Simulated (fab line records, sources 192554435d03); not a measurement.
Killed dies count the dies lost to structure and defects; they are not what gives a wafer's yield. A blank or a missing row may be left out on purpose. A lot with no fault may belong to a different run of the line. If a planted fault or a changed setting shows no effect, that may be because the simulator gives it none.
Which tool was responsible? -- flow n5 finfet -- 24 lots, 72 wafers sampled, at 6 steps of a route of 1938

== WHAT THE GAUGES SHOWED, per wafer ==
The record lacks any reading of a measuring or inspecting step that a usual standard deviation could be used to judge.

== WHICH TOOL RAN EACH LOT (tool, then ch and the chambers of the sampled wafers, then the start) ==
lot,N5_BEOL_M8_ETCH_62,N5_BEOL_M8_STRIP_80,N5_BEOL_M8_DEP_56,N5_BEOL_M9_ILD_DEP_00,N5_BEOL_M9_CURE_71,N5_BEOL_M9_HM_DEP_02
L074,"rie diel-05 ch 1,2,3, day 9 22:23","rie diel-05 ch 0,1,3, day 10 03:06 or earlier","pecvd-02 ch 0,1, day 10 03:06","pecvd-01 ch 0,1,2, day 10 03:15","uv cure-01 ch 1, day 10 03:20","pvd sputter-02, day 10 04:35"
L075,"rie diel-02 ch 0,2,3, day 10 07:42","rie diel-05 ch 0,1, day 10 14:10 or earlier","pecvd-02 ch 0,1, day 10 14:10","pecvd-01 ch 0,1, day 10 14:20","uv cure-01 ch 2, day 10 14:24","pvd sputter-03, day 10 17:37"
L076,"rie diel-04 ch 1,2, day 10 07:44","rie diel-02 ch 0,3, day 10 14:49 or earlier","pecvd-04 ch 0,1, day 10 14:49","pecvd-02 ch 0,1, day 10 14:57","uv cure-03 ch 2, day 10 15:03","pvd sputter-01, day 10 17:46"
L079,"rie diel-05 ch 0,1,2, day 11 02:44","rie diel-04 ch 1,2,3, day 11 07:59 or earlier","pecvd-04 ch 0,2, day 11 07:59","pecvd-02 ch 0,1, day 11 08:07","uv cure-03 ch 1, day 11 08:21","pvd sputter-01, day 11 10:20"
L077,"rie diel-04 ch 0,1,3, day 11 03:29","rie diel-02 ch 0,3, day 11 09:43 or earlier","pecvd-01 ch 0,2, day 11 09:43","pecvd-03 ch 0,1,2, day 11 09:51","uv cure-01 ch 2, day 11 10:00","pvd sputter-01, day 11 11:10"
L078,"rie diel-05 ch 0,1,3, day 11 14:17","rie diel-05 ch 0,2,3, day 11 20:06 or earlier","pecvd-01 ch 0,1,2, day 11 20:06","pecvd-01 ch 1,2, day 11 20:14","uv cure-03 ch 0, day 11 20:30","pvd sputter-01, day 11 22:13"
L080,"rie diel-04 ch 0,1,3, day 11 22:47","rie diel-02 ch 0,2,3, day 12 05:27 or earlier","pecvd-01 ch 1,2, day 12 05:27","pecvd-02 ch 0,1, day 12 05:35","uv cure-03 ch 1, day 12 05:52","pvd sputter-01, day 12 07:00"
L082,"rie diel-04 ch 0,1,2, day 12 07:37","rie diel-05 ch 1,2, day 12 12:40 or earlier","pecvd-02 ch 0,1,2, day 12 12:40","pecvd-02 ch 0,1,2, day 12 12:47","uv cure-02 ch 1, day 12 13:10","pvd sputter-02, day 12 14:08"
L081,"rie diel-02 ch 0,1,2, day 12 10:56","rie diel-05 ch 1,2,3, day 12 17:49 or earlier","pecvd-01 ch 1,2, day 12 17:49","pecvd-03 ch 1, day 12 17:57","uv cure-03 ch 0, day 12 18:03","pvd sputter-02, day 12 22:41"
L084,"rie diel-04 ch 2,3, day 12 13:51","rie diel-04 ch 0,3, day 12 22:42 or earlier","pecvd-04 ch 0,1,2, day 12 22:42","pecvd-01 ch 1,2, day 12 22:50","uv cure-03 ch 0, day 12 22:56","pvd sputter-02, day 13 04:49"
L086,"rie diel-02 ch 1,3, day 12 23:27","rie diel-05 ch 0,1,3, day 13 07:40 or earlier","pecvd-02 ch 0,2, day 13 07:40","pecvd-03 ch 1,2, day 13 07:47","uv cure-03 ch 1, day 13 07:52","pvd sputter-03, day 13 08:48"
L085,"rie diel-04 ch 0,1, day 13 17:21","rie diel-05 ch 1,3, day 13 22:31 or earlier","pecvd-02 ch 0,1, day 13 22:31","pecvd-03 ch 1,2, day 13 22:39","uv cure-01 ch 0, day 13 22:44","pvd sputter-01, day 14 01:49"
L083,"rie diel-05 ch 0,1,2, day 13 17:26","rie diel-04 ch 0,1, day 13 22:47 or earlier","pecvd-02 ch 0,1, day 13 22:47","pecvd-02 ch 0,1, day 13 22:55","uv cure-02 ch 0, day 13 23:08","pvd sputter-03, day 14 02:04"
L088,"rie diel-05 ch 0,2, day 13 20:21","rie diel-04 ch 0,1,2, day 14 02:12 or earlier","pecvd-01 ch 1,2, day 14 02:12","pecvd-01 ch 0,1, day 14 02:20","uv cure-02 ch 0, day 14 02:25","pvd sputter-03, day 14 05:25"
L087,"rie diel-02 ch 1,2, day 13 20:31","rie diel-05 ch 2,3, day 14 02:28 or earlier","pecvd-01 ch 1,2, day 14 02:28","pecvd-02 ch 0,2, day 14 02:36","uv cure-02 ch 2, day 14 02:54","pvd sputter-03, day 14 05:43"
L090,"rie diel-05 ch 0,2, day 14 02:16","rie diel-04 ch 0,1,3, day 14 11:54 or earlier","pecvd-02 ch 0,1,2, day 14 11:54","pecvd-01 ch 0,2, day 14 12:02","uv cure-02 ch 1, day 14 12:07","pvd sputter-03, day 14 13:52"
L089,"rie diel-05 ch 0,2,3, day 14 02:34","rie diel-04 ch 0,2, day 14 08:42 or earlier","pecvd-04 ch 0,2, day 14 08:42","pecvd-02 ch 0,2, day 14 08:51","uv cure-03 ch 2, day 14 08:56","pvd sputter-01, day 14 10:01"
L091,"rie diel-02 ch 0,2,3, day 14 23:46","rie diel-04 ch 2,3, day 15 07:28 or earlier","pecvd-04 ch 0,1,2, day 15 07:28","pecvd-01 ch 0,1, day 15 07:37","uv cure-01 ch 0, day 15 07:50","pvd sputter-02, day 15 09:01"
L092,"rie diel-04 ch 0,1,2, day 14 23:59","rie diel-05 ch 0,1, day 15 06:53 or earlier","pecvd-02 ch 0,1,2, day 15 06:53","pecvd-03 ch 0,1,2, day 15 07:01","uv cure-01 ch 1, day 15 07:05","pvd sputter-02, day 15 08:25"
L093,"rie diel-02 ch 0,2,3, day 15 00:07","rie diel-04 ch 1,2,3, day 15 08:01 or earlier","pecvd-02 ch 0,1,2, day 15 08:01","pecvd-03 ch 1,2, day 15 08:10","uv cure-01 ch 0, day 15 08:23","pvd sputter-02, day 15 09:07"
L094,"rie diel-02 ch 1,2,3, day 15 03:56","rie diel-02 ch 0,2,3, day 15 10:10 or earlier","pecvd-01 ch 0,1,2, day 15 10:10","pecvd-03 ch 0,1, day 15 10:17","uv cure-03 ch 0, day 15 10:22","pvd sputter-02, day 15 14:40"
L095,"rie diel-05 ch 0,1,2, day 15 08:18","rie diel-02 ch 0,1,2, day 15 18:58 or earlier","pecvd-04 ch 0,2, day 15 18:58","pecvd-02 ch 0,2, day 15 19:05","uv cure-03 ch 0, day 15 19:15","pvd sputter-01, day 15 21:57"
L096,"rie diel-04 ch 0,1,2, day 16 08:32","rie diel-05 ch 0,1,2, day 16 16:34 or earlier","pecvd-01 ch 0,1,2, day 16 16:34","pecvd-02 ch 0,1,2, day 16 16:43","uv cure-01 ch 1, day 16 16:47","pvd sputter-02, day 16 18:10"
L097,"rie diel-04 ch 0,1,3, day 16 14:07","rie diel-05 ch 0,3, day 16 19:36 or earlier","pecvd-01 ch 1,2, day 16 19:36","pecvd-03 ch 0,1,2, day 16 19:44","uv cure-02 ch 0, day 16 19:53","pvd sputter-02, day 16 23:08"
- N5_BEOL_M8_ETCH_62: etches SOC in N2/H2, target depth 110 nm, overetch 22 nm, time 165 s.
- N5_BEOL_M8_STRIP_80: strips in N2/H2, time 10 s.
- N5_BEOL_M8_DEP_56: deposits SiCN from 3MS/NH3, target thk 10 nm, time 17.5 s.
- N5_BEOL_M9_ILD_DEP_00: deposits SiCOH lowk from DEMS/porogen, target thk 308.51 nm, time 58 s.
- N5_BEOL_M9_CURE_71: cures SiCOH lowk, time 240 s.
- N5_BEOL_M9_HM_DEP_02: deposits TiN, target thk 20 nm.

== AS READ BY THE TOOLS THEMSELVES (means over the sampled wafers that have a number; for cases with no such wafer, the mark the record gives instead) ==
N5_BEOL_M8_ETCH_62. Usual: drypump motor current A 5.9 A, standard deviation 0.36; oes product au 0.68 a.u., standard deviation 0.066; rf vpp V 525 V, standard deviation 3.3; showerhead plenum p Torr 2.57 Torr, standard deviation 0.11; temp c 40.01 C, standard deviation 0.11; throttle valve pct 17.77 %, standard deviation 0.17.
lot,tool,drypump motor current A (A),oes product au (a.u.),rf vpp V (V),showerhead plenum p Torr (Torr),temp c (C),throttle valve pct (%),flag
L074,rie diel-05,5.8,0.66,524,2.55,40.06,17.94,
L075,rie diel-02,5.9,0.72,525,2.61,39.94,17.68,
L076,rie diel-04,6.1,0.67,521,2.45,39.97,17.90,
L079,rie diel-05,5.6,0.67,524,2.56,39.92,17.79,
L077,rie diel-04,6.2,0.64,523,2.53,40.06,17.71,
L078,rie diel-05,5.7,0.69,524,2.52,40.05,17.81,
L080,rie diel-04,6.2,0.64,523,2.53,39.99,17.73,
L082,rie diel-04,6.2,0.67,522,2.51,39.96,17.80,
L081,rie diel-02,5.7,0.70,526,2.62,40.00,17.70,
L084,rie diel-04,6.0,0.63,522,2.49,39.99,17.90,
L086,rie diel-02,5.6,0.64,526,2.65,39.94,17.76,
L085,rie diel-04,6.2,0.79,527,2.70,39.96,17.45,
L083,rie diel-05,5.6,0.65,524,2.55,40.07,17.83,
L088,rie diel-05,5.7,0.65,527,2.65,40.05,17.71,
L087,rie diel-02,5.8,0.69,524,2.60,40.01,17.77,
L090,rie diel-05,5.7,0.68,527,2.68,39.89,17.71,
L089,rie diel-05,5.9,0.70,527,2.64,39.93,17.72,
L091,rie diel-02,5.9,0.66,525,2.60,40.07,17.76,
L092,rie diel-04,6.2,0.72,526,2.61,40.13,17.70,
L093,rie diel-02,5.9,0.67,526,2.60,40.04,17.75,
L094,rie diel-02,5.9,0.67,525,2.59,39.99,17.78,
L095,rie diel-05,5.6,0.64,524,2.54,40.02,17.85,
L096,rie diel-04,6.2,0.71,526,2.60,39.96,17.72,
L097,rie diel-04,6.2,0.75,525,2.62,39.95,17.51,

N5_BEOL_M8_STRIP_80. Usual: drypump motor current A 5.9 A, standard deviation 0.36; oes product au 0.81 a.u., standard deviation 0.089; rf vpp V 59.3 V, standard deviation 0.91; showerhead plenum p Torr 2.58 Torr, standard deviation 0.12; temp c 40.01 C, standard deviation 0.11; throttle valve pct 23.59 %, standard deviation 0.21.
lot,tool,drypump motor current A (A),oes product au (a.u.),rf vpp V (V),showerhead plenum p Torr (Torr),temp c (C),throttle valve pct (%),flag
L074,rie diel-05,5.8,0.73,59.5,2.53,40.16,23.74,
L075,rie diel-05,5.5,0.74,59.5,2.43,40.03,23.71,
L076,rie diel-02,5.7,0.76,59.9,2.65,40.02,23.58,
L079,rie diel-04,6.1,0.75,59.5,2.45,40.15,23.63,
L077,rie diel-02,5.5,0.80,59.4,2.67,39.99,23.53,
L078,rie diel-05,5.9,0.85,59.6,2.65,40.00,23.52,
L080,rie diel-02,5.9,0.81,59.1,2.60,40.05,23.60,
L082,rie diel-05,5.7,0.81,58.7,2.58,39.94,23.62,
L081,rie diel-05,5.9,0.83,58.3,2.54,40.06,23.68,
L084,rie diel-04,6.3,0.79,59.4,2.61,40.01,23.55,
L086,rie diel-05,5.7,0.79,58.6,2.52,40.08,23.67,
L085,rie diel-05,6.0,0.84,58.9,2.51,40.02,23.75,
L083,rie diel-04,6.2,0.94,60.4,2.69,39.98,23.30,
L088,rie diel-04,6.2,0.87,59.1,2.61,39.99,23.54,
L087,rie diel-05,6.1,0.88,58.8,2.63,39.98,23.61,
L090,rie diel-04,6.2,0.83,60.0,2.62,40.05,23.43,
L089,rie diel-04,6.2,0.81,59.1,2.52,39.86,23.77,
L091,rie diel-04,6.0,0.92,58.9,2.48,39.97,23.54,
L092,rie diel-05,5.5,0.72,58.1,2.42,39.97,23.77,
L093,rie diel-04,6.1,0.91,59.2,2.55,39.97,23.48,
L094,rie diel-02,5.9,0.79,59.3,2.59,40.14,23.63,
L095,rie diel-02,5.7,0.81,59.4,2.60,40.05,23.60,
L096,rie diel-05,5.6,0.74,59.1,2.53,40.03,23.65,
L097,rie diel-05,6.1,0.82,59.0,2.60,39.92,23.63,

N5_BEOL_M8_DEP_56. Usual: showerhead plenum p Torr 3.665 Torr, standard deviation 0.012; throttle valve pct 9.3 %, standard deviation 0.63.
lot,tool,showerhead plenum p Torr (Torr),throttle valve pct (%),flag
L074,pecvd-02,3.655,9.8,
L075,pecvd-02,3.653,9.4,
L076,pecvd-04,3.671,8.9,
L079,pecvd-04,3.659,8.9,
L077,pecvd-01,3.659,9.0,
L078,pecvd-01,3.666,9.4,
L080,pecvd-01,3.669,9.7,
L082,pecvd-02,3.664,9.2,
L081,pecvd-01,3.664,9.7,
L084,pecvd-04,3.668,9.1,
L086,pecvd-02,3.666,8.8,
L085,pecvd-02,3.657,9.6,
L083,pecvd-02,3.654,9.5,
L088,pecvd-01,3.667,9.7,
L087,pecvd-01,3.668,9.8,
L090,pecvd-02,3.662,9.3,
L089,pecvd-04,3.658,8.9,
L091,pecvd-04,3.671,9.1,
L092,pecvd-02,3.663,9.3,
L093,pecvd-02,3.666,9.1,
L094,pecvd-01,3.661,9.3,
L095,pecvd-04,3.662,9.0,
L096,pecvd-01,3.664,9.4,
L097,pecvd-01,3.661,9.8,

N5_BEOL_M9_ILD_DEP_00. Usual: heater power w 282 W, standard deviation 47; showerhead plenum p Torr 5.741 Torr, standard deviation 0.013; throttle valve pct 14.2 %, standard deviation 1.2.
lot,tool,heater power w (W),showerhead plenum p Torr (Torr),throttle valve pct (%),flag
L074,pecvd-01,229,5.744,14.2,
L075,pecvd-01,232,5.737,14.5,
L076,pecvd-02,303,5.736,14.9,
L079,pecvd-02,306,5.743,15.0,
L077,pecvd-03,300,5.745,14.0,
L078,pecvd-01,246,5.735,14.9,
L080,pecvd-02,293,5.731,15.0,
L082,pecvd-02,290,5.741,14.0,
L081,pecvd-03,282,5.751,16.0,
L084,pecvd-01,260,5.751,14.8,
L086,pecvd-03,304,5.736,13.9,
L085,pecvd-03,304,5.750,15.0,
L083,pecvd-02,308,5.733,15.1,
L088,pecvd-01,242,5.738,14.3,
L087,pecvd-02,337,5.750,13.1,
L090,pecvd-01,233,5.739,14.3,
L089,pecvd-02,258,5.732,13.5,
L091,pecvd-01,233,5.740,13.8,
L092,pecvd-03,313,5.739,14.1,
L093,pecvd-03,305,5.735,14.0,
L094,pecvd-03,288,5.744,14.1,
L095,pecvd-02,273,5.741,13.5,
L096,pecvd-02,300,5.746,14.1,
L097,pecvd-03,312,5.743,14.0,

N5_BEOL_M9_CURE_71. Usual: lamp power pct 52.31 %, standard deviation 0.049; wafer_temp_C_max 386.8, standard deviation 0.68.
lot,tool,lamp power pct (%),wafer_temp_C_max,flag
L074,uv cure-01,52.30,388.1,
L075,uv cure-01,52.35,386.0,
L076,uv cure-03,52.35,387.6,
L079,uv cure-03,52.33,386.3,
L077,uv cure-01,52.29,386.6,
L078,uv cure-03,52.33,386.7,
L080,uv cure-03,52.31,386.8,
L082,uv cure-02,52.37,386.0,
L081,uv cure-03,52.33,386.4,
L084,uv cure-03,52.37,386.7,
L086,uv cure-03,52.35,386.8,
L085,uv cure-01,52.28,386.4,
L083,uv cure-02,52.31,386.4,
L088,uv cure-02,52.28,386.3,
L087,uv cure-02,52.29,387.8,
L090,uv cure-02,52.32,386.3,
L089,uv cure-03,52.32,388.0,
L091,uv cure-01,52.35,386.7,
L092,uv cure-01,52.33,388.2,
L093,uv cure-01,52.29,386.9,
L094,uv cure-03,52.32,386.2,
L095,uv cure-03,52.30,386.4,
L096,uv cure-01,52.33,387.4,
L097,uv cure-02,52.26,386.5,

N5_BEOL_M9_HM_DEP_02. Usual: throttle valve pct 30.0 %, standard deviation 1.2.
lot,tool,throttle valve pct (%),flag
L074,pvd sputter-02,30.7,
L075,pvd sputter-03,30.4,
L076,pvd sputter-01,29.1,
L079,pvd sputter-01,30.0,
L077,pvd sputter-01,28.7,
L078,pvd sputter-01,29.5,
L080,pvd sputter-01,30.4,
L082,pvd sputter-02,30.7,
L081,pvd sputter-02,31.5,
L084,pvd sputter-02,30.1,
L086,pvd sputter-03,30.7,
L085,pvd sputter-01,29.4,
L083,pvd sputter-03,30.6,
L088,pvd sputter-03,30.6,
L087,pvd sputter-03,30.4,
L090,pvd sputter-03,30.7,
L089,pvd sputter-01,29.0,
L091,pvd sputter-02,31.4,
L092,pvd sputter-02,29.8,
L093,pvd sputter-02,30.0,
L094,pvd sputter-02,30.7,
L095,pvd sputter-01,29.2,
L096,pvd sputter-02,30.9,
L097,pvd sputter-02,29.9,

== THE ANSWER, worked out from the rows above alone ==
Rule: a lot is off if the mean of its wafers that have a number lies more than 3 standard deviations from the usual mean. A lot without any number at a reading at which 4 lots or more have one is off too. Any other lot the step has rows for is counted as sound. First the gauges in route order, then the tools' own readings, where a lot's mean is used as printed above. At the first step where some lot is off, the reading lying furthest off is the one used; lots without a number count as furthest.
No lot is off on any of the readings shown, so nothing can be concluded from this.

== WHAT WAS PUT IN BY THE SIMULATOR ==
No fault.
